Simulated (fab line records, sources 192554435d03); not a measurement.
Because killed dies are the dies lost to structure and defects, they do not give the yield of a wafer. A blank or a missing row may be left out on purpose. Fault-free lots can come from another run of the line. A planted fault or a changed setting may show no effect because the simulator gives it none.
fab line records	flow n5_finfet
record: lots: 7	wafers: 21
route steps=1938 shown BEOL_M15@1801 MIM_TOP_LITHO@1843 PASSIVATION@1916
start_h: start of the lot's first displayed wafer, in hours after the record's first day	wait_h: how many hours have passed since the lot's step before this one	" the same as in the row above	L1.1+2: a single row standing in for several wafers	- either no value or no given start	* or withheld: withheld	< > ~ a bound
route shown NAME@n: NAME is a module with steps in the file, n the number in the route of the first one	usual: average and standard deviation across the fault-free wafers	same: alike in all rows	chamber/n: place in a boat	sites: per-site readings	_std_site: standard deviation across them	_edge_site: outer sites' mean less inner sites'	radius_mm: how far each site lies from the wafer's centre	mask NAME#n: copy n	behind: the most recent tool/chamber to have shaped the wafer	hold: the reason the lot was held/the length of the hold in hours/how it ended	device: the transistor (n, p or np) that didn't switch	end of line: at the end of the route, the tests of the same wafers	a step with no rows: only its recipe	killed: at the first sort, the dies lost to defects and structure; wafer yield is something else	map: a wafer's dies, x killed, . not, _ none there
set.NAME: the setting as run; set.NAME@STEP: as run at that earlier step	model.NAME: the simulator's own value behind a step, which no gauge read
lots run with intentionally changed settings; tables by step, rows by wafer
== steps ==
step: N5_BEOL_M15_PEB_26
recipe: peb_temp_c: 130	peb_time_s: 90
lot.wafer	tool	chamber	start_h	wait_h	set.peb_temp_c
L074.1+4+6	litho_track-05	0	274.94	0.1	130
L078.1+2+5	litho_track-01	0	294.00	0.1	130
L081.1+4+6	litho_track-05	0	304.53	0.1	130
L084.2+3+6	litho_track-01	0	321.34	0.0	130
L083.1+2	litho_track-02	0	325.97	0.1	127.1
L083.4	"	0	"	"	130
L093.3+4+6	litho_track-05	0	379.20	0.0	130
L094.1+5	litho_track-05	0	384.30	0.1	130
L094.6	"	0	"	"	131.4
step: N5_BEOL_M15_DEVELOP_27
recipe: develop_time_s: 45	rinse_liquid: diw	dry: air_spin	dev_temp_c: 21
step: N5_BEOL_M15_HARDBAKE_32
recipe: temp_c: 130	time_s: 120
step: N5_BEOL_M15_CD_MEAS_28
recipe: target_cd_nm: 407.6	landing_energy_ev: 500	detector: se_inlens
usual: cd_nm: 407.0/1.9
lot.wafer	tool	chamber	start_h	wait_h	set.peb_temp_c@BEOL_M15_PEB_26	cd_nm
L074.1	cd_sem-02	0	275.06	-	130	405.2
L074.4	"	0	"	"	130	406.3
L074.6	"	0	"	"	130	404.1
L078.1	cd_sem-02	0	294.11	-	130	406.8
L078.2	"	0	"	"	130	408.4
L078.5	"	0	"	"	130	408.1
L081.1	cd_sem-03	0	304.65	-	130	408.5
L081.4	"	0	"	"	130	408.8
L081.6	"	0	"	"	130	409.6
L084.2	cd_sem-03	0	321.46	-	130	407.7
L084.3	"	0	"	"	130	408.8
L084.6	"	0	"	"	130	408.1
L083.1	cd_sem-02	0	326.09	-	127.1	392.8
L083.2	"	0	"	"	127.1	390.8
L083.4	"	0	"	"	130	409.8
L093.3	cd_sem-03	0	379.32	-	130	410.5
L093.4	"	0	"	"	130	409.3
L093.6	"	0	"	"	130	408.8
L094.1	cd_sem-03	0	384.42	-	130	408.9
L094.5	"	0	"	"	130	406.2
L094.6	"	0	"	"	131.4	413.2
step: N5_BEOL_M15_DESCUM_33
recipe: chemistry: O2	time_s: 7.9	source_power_w: 50	bias_power_w: 20	pressure_mtorr: 20	rf_frequency_hz: 2.712e+07	temp_c: 40	o2_flow_sccm: 225
lot.wafer	tool	chamber	start_h	wait_h	set.peb_temp_c@BEOL_M15_PEB_26	model.BEOL_M15.cd_nm
L074.1	rie_diel-06	3	275.15	0.0	130	405
L074.4	"	0	"	"	130	406.2
L074.6	"	1	"	"	130	404.2
L078.1	rie_diel-06	0	294.20	0.0	130	406.6
L078.2	"	3	"	"	130	407.8
L078.5	"	3	"	"	130	408
L081.1+6	rie_diel-06	1,3	304.77	0.1	130	408.6
L081.4	"	2	"	"	130	408.8
L084.2	rie_diel-06	3	321.55	0.0	130	407.4
L084.3	"	0	"	"	130	409
L084.6	"	0	"	"	130	408.4
L083.1	rie_diel-03	3	326.17	0.0	127.1	393
L083.2	"	1	"	"	127.1	390.6
L083.4	"	0	"	"	130	409.8
L093.3	rie_diel-04	2	379.45	0.1	130	410.2
L093.4	"	3	"	"	130	409.4
L093.6	"	0	"	"	130	409.2
L094.1	rie_diel-04	3	384.88	0.4	130	409
L094.5	"	1	"	"	130	406.4
L094.6	"	2	"	"	131.4	413
step: N5_BEOL_M15_ETCH_61
recipe: chemistry: N2/H2	target: BARC	target_depth_a: 890	overetch_a: 267	time_s: 67.9	ion_energy_ev: 200	pressure_mtorr: 30	source_w: 840	bias_w: 150	n2_flow_sccm: 200	h2_flow_sccm: 200
lot.wafer	tool	chamber	start_h	wait_h	set.time_s	set.peb_temp_c@BEOL_M15_PEB_26	model.BEOL_M15.cd_nm
L074.1	rie_diel-06	3	275.18	0.0	58.54	130	396.2
L074.4	"	0	"	"	67.9	130	398.2
L074.6	"	1	"	"	58.54	130	395.2
L078.1	rie_diel-06	0	294.24	0.0	67.9	130	398.8
L078.2	"	3	"	"	67.9	130	401.4
L078.5	"	3	"	"	78.77	130	402.4
L081.1	rie_diel-06	1	304.80	0.0	67.9	130	401.4
L081.4	"	2	"	"	67.9	130	401
L081.6	"	3	"	"	67.9	130	400.4
L084.2	rie_diel-06	3	321.58	0.0	67.9	130	399.4
L084.3	"	0	"	"	67.9	130	401.2
L084.6	"	0	"	"	67.9	130	400.8
L083.1	rie_diel-03	3	326.21	0.0	67.9	127.1	384.8
L083.2	"	1	"	"	74.27	127.1	384.4
L083.4	"	0	"	"	74.27	130	404.6
L093.3	rie_diel-04	2	379.49	0.0	67.9	130	402.8
L093.4	"	3	"	"	67.9	130	402.6
L093.6	"	0	"	"	67.9	130	400.4
L094.1	rie_diel-04	3	384.91	0.0	67.9	130	402.2
L094.5	"	1	"	"	74.41	130	400.8
L094.6	"	2	"	"	67.9	131.4	405.6
step: N5_MIM_TOP_LITHO_EXPOSE_05
recipe: mask_id: MIM_TOP	na: 0.55	source_shape: conventional	sigma_outer: 0.8	polarization: unpolarized	target_cd_nm: 2000	dose_mj: 20.5
lot.wafer	tool	chamber	start_h	wait_h	mask	set.dose_mj
L074.1+4+6	krf_scanner-02	0	281.91	-	MIM_TOP#0	20.5
L078.1+2+5	krf_scanner-01	0	305.08	-	MIM_TOP#0	19.29
L081.1+4	krf_scanner-02	0	313.45	-	MIM_TOP#0	20.5
L081.6	"	0	"	"	MIM_TOP#0	19.81
L084.2+3+6	krf_scanner-02	0	330.32	-	MIM_TOP#0	20.5
L083.1+2+4	krf_scanner-01	0	335.52	-	MIM_TOP#0	20.5
L093.3+6	krf_scanner-01	0	387.23	-	MIM_TOP#0	18.99
L093.4	"	0	"	"	MIM_TOP#0	20.5
L094.1+6	krf_scanner-01	0	398.89	-	MIM_TOP#0	19.78
L094.5	"	0	"	"	MIM_TOP#0	20.5
step: N5_MIM_TOP_LITHO_DEVELOP_07
recipe: develop_time_s: 60	rinse_liquid: diw	dry: air_spin	dev_temp_c: 21
lot.wafer	tool	chamber	start_h	wait_h	set.develop_time_s
L074.1	litho_track-04	0	-	-	60
L074.4+6	"	0	"	"	52.38
L078.1+5	litho_track-04	0	-	-	50.44
L078.2	"	0	"	"	60
L081.1+4+6	litho_track-03	0	-	-	53.5
L084.2+3+6	litho_track-03	0	-	-	60
L083.1	litho_track-02	0	-	-	52.46
L083.2+4	"	0	"	"	60
L093.3+4+6	litho_track-03	0	-	-	60
L094.1+6	litho_track-03	0	-	-	60
L094.5	"	0	"	"	64.01
step: N5_MIM_TOP_LITHO_HARDBAKE_09
recipe: temp_c: 130	time_s: 120
step: N5_MIM_TOP_LITHO_CD_MEAS_08
recipe: target_cd_nm: 2000	landing_energy_ev: 500	detector: se_inlens
usual: cd_nm: 2000.0/2.4
lot.wafer	tool	chamber	start_h	wait_h	set.dose_mj@MIM_TOP_LITHO_EXPOSE_05	cd_nm
L074.1	cd_sem-01	0	282.08	-	20.5	1999.7
L074.4	"	0	"	"	20.5	2004.1
L074.6	"	0	"	"	20.5	2002.5
L078.1	cd_sem-01	0	305.25	-	19.29	2014.8
L078.2	"	0	"	"	19.29	2010.6
L078.5	"	0	"	"	19.29	2015.0
L081.1	cd_sem-02	0	313.62	-	20.5	2001.9
L081.4	"	0	"	"	20.5	2004.8
L081.6	"	0	"	"	19.81	2006.2
L084.2	cd_sem-02	0	330.49	-	20.5	2001.7
L084.3	"	0	"	"	20.5	1998.6
L084.6	"	0	"	"	20.5	1999.9
L083.1	cd_sem-01	0	335.69	-	20.5	1998.0
L083.2	"	0	"	"	20.5	1998.8
L083.4	"	0	"	"	20.5	1996.7
L093.3	cd_sem-01	0	387.39	-	18.99	2016.6
L093.4	"	0	"	"	20.5	1999.6
L093.6	"	0	"	"	18.99	2016.4
L094.1	cd_sem-03	0	399.06	-	19.78	2007.5
L094.5	"	0	"	"	20.5	1996.6
L094.6	"	0	"	"	19.78	2009.1
step: N5_MIM_TOP_LITHO_DESCUM_10
recipe: chemistry: O2	time_s: 7.9	source_power_w: 50	bias_power_w: 20	pressure_mtorr: 20	rf_frequency_hz: 2.712e+07	temp_c: 40	o2_flow_sccm: 225
lot.wafer	tool	chamber	start_h	wait_h	set.dose_mj@MIM_TOP_LITHO_EXPOSE_05	model.MIM_TOP_LITHO.cd_nm
L074.1	rie_diel-01	1	282.17	0.0	20.5	2000
L074.4	"	2	"	"	20.5	2004
L074.6	"	1	"	"	20.5	2003
L078.1+5	rie_diel-01	1,2	305.34	0.0	19.29	2015
L078.2	"	3	"	"	19.29	2011
L081.1	rie_diel-01	3	313.71	0.0	20.5	2002
L081.4	"	0	"	"	20.5	2005
L081.6	"	0	"	"	19.81	2006
L084.2	rie_diel-05	0	330.58	0.0	20.5	2002
L084.3	"	1	"	"	20.5	1998
L084.6	"	1	"	"	20.5	2000
L083.1+2	rie_diel-01	1,3	335.78	0.0	20.5	1998
L083.4	"	0	"	"	20.5	1997
L093.3	rie_diel-05	2	387.48	0.0	18.99	2016
L093.4	"	0	"	"	20.5	2000
L093.6	"	1	"	"	18.99	2017
L094.1	rie_diel-02	3	399.15	0.0	19.78	2008
L094.5	"	1	"	"	20.5	1997
L094.6	"	2	"	"	19.78	-
step: N5_PASSIVATION_PECVD_35
recipe: material: SiNx	target_thk_a: 7000	temp_c: 400	precursor: SiH4/NH3/N2	pressure_torr: 4.9	rf_w: 1406	time_s: 151.3
lot.wafer	tool	chamber	start_h	wait_h	set.time_s	model.SiNx_of_PASSIVATION_PECVD_35.thk_nm
L074.1	pecvd-01	2	289.66	0.3	138	627.2
L074.4	"	2	"	"	151.3	698
L074.6	"	2	"	"	151.3	699
L078.1	pecvd-01	2	311.50	0.1	164.5	750.2
L078.2	"	0	"	"	151.3	691.4
L078.5	"	1	"	"	151.3	694
L081.1	pecvd-03	1	318.76	0.1	141.9	658.4
L081.4	"	0	"	"	141.9	654.8
L081.6	"	1	"	"	151.3	709.8
L084.2	pecvd-03	0	336.87	0.1	151.3	688.4
L084.3	"	1	"	"	151.3	685.2
L084.6	"	2	"	"	151.3	703.8
L083.1	pecvd-01	1	343.22	0.1	166.6	744.8
L083.2	"	0	"	"	151.3	685.8
L083.4	"	1	"	"	166.6	764.6
L093.3	pecvd-04	0	394.98	0.1	151.3	706.2
L093.4	"	2	"	"	151.3	703.4
L093.6	"	0	"	"	151.3	702.2
L094.1	pecvd-04	2	405.73	0.1	151.3	694.2
L094.5	"	2	"	"	129.2	610
L094.6	"	0	"	"	129.2	604.2
== key ==
split: step: N5_BEOL_M15_PEB_26	setting: peb_temp_c	stated: 130	by: wafer
response: step: N5_BEOL_M15_CD_MEAS_28	reading: cd_nm	change: +7.54	per: 1%	r: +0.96
response: step: N5_BEOL_M15_DESCUM_33	reading: model.BEOL_M15.cd_nm	change: +7.47	per: 1%	r: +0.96
response: step: N5_BEOL_M15_ETCH_61	reading: model.BEOL_M15.cd_nm	change: +7.99	per: 1%	r: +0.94
split: step: N5_BEOL_M15_ETCH_61	setting: time_s	stated: 67.9	by: wafer
response none clear
split: step: N5_MIM_TOP_LITHO_EXPOSE_05	setting: dose_mj	stated: 20.5	by: wafer
response: step: N5_MIM_TOP_LITHO_CD_MEAS_08	reading: cd_nm	change: -2.25	per: 1%	r: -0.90
response: step: N5_MIM_TOP_LITHO_DESCUM_10	reading: model.MIM_TOP_LITHO.cd_nm	change: -2.19	per: 1%	r: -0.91
split: step: N5_MIM_TOP_LITHO_DEVELOP_07	setting: develop_time_s	stated: 60	by: wafer
response none clear
split: step: N5_PASSIVATION_PECVD_35	setting: time_s	stated: 151.3	by: wafer
response: step: N5_PASSIVATION_PECVD_35	reading: model.SiNx_of_PASSIVATION_PECVD_35.thk_nm	change: +6.75	per: 1%	r: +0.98
